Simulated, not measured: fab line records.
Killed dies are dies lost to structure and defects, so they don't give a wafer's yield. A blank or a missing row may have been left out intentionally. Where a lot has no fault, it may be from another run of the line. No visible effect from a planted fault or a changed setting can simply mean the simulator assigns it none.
Chamber matching ; flow n5_finfet ; 4 sister chambers for N5_BEOL_M0_SAQP_ETCH_102 on rie_si-04
The step etches SiO2 in CF4, target depth 4 nm, time 4.4 s. 18 wafers are shown with their chamber, then 9 later ones without.

== EACH WAFER AND ITS CHAMBER ==
wafer;chamber;throttle_valve_pct (%);drypump_motor_current_A (A);oes_product_au (a.u.)
L074.1;2;21.93;5.4;1.039
L074.4;1;21.76;6.1;1.015
L074.6;2;21.94;5.4;1.047
L080.2;3;21.71;6.6;1.001
L080.3;1;21.74;6.1;1.004
L080.4;0;21.63;6.2;1.001
L081.3;3;21.71;6.6;0.998
L081.4;1;21.75;6.1;1.009
L081.6;2;21.93;5.5;1.025
L082.3;0;21.63;6.3;0.997
L082.4;3;21.71;6.6;0.999
L082.6;2;21.92;5.5;1.045
L085.2;0;21.62;6.2;1.001
L085.4;3;21.69;6.5;0.999
L085.6;1;21.74;6.0;1.032
L086.1;1;21.75;6.1;1.025
L086.2;3;21.73;6.6;0.999
L086.3;2;21.95;5.5;1.035

SIGNATURES (means of the wafers above)
reading;chamber 0;chamber 1;chamber 2;chamber 3;scatter within a chamber
throttle_valve_pct;21.6267;21.7480;21.9340;21.7100;0.0109
drypump_motor_current_A;6.233;6.080;5.460;6.580;0.0498
oes_product_au;0.99967;1.01700;1.03820;0.99920;0.00779
Rule: for each reading, subtract the chamber's mean from the wafer's reading, divide by that reading's scatter and square the result; add these up over the readings and take the root, which gives the wafer's distance from the chamber. If the next closest chamber is less than 2 further off than the closest, the wafer can't be placed; otherwise it belongs to the closest. How the scatter is found: for the shown wafers, subtract from each reading the mean of its chamber, square and add these, divide the total by (wafers less chambers), then take the root.

== WAFERS MISSING THEIR CHAMBER ==
wafer;throttle_valve_pct (%);drypump_motor_current_A (A);oes_product_au (a.u.)
L095.1;21.65;6.2;1.004
L095.3;21.72;6.6;1.007
L095.6;21.72;6.6;0.999
L097.1;21.94;5.5;1.046
L097.3;21.63;6.2;1.001
L097.6;21.65;6.2;1.007
L096.1;21.71;6.6;1.007
L096.3;21.76;6.1;1.016
L096.4;21.63;6.2;1.011

== WHICH CHAMBER EACH WENT THROUGH ==
wafer;from the rows above;in truth
L095.1;0;0
L095.3;3;3
L095.6;3;3
L097.1;2;2
L097.3;0;0
L097.6;0;0
L096.1;3;3
L096.3;1;1
L096.4;0;0
Correct placement for 9 of the 9. Number that these rows cannot place: 0. Number placed wrongly: 0.
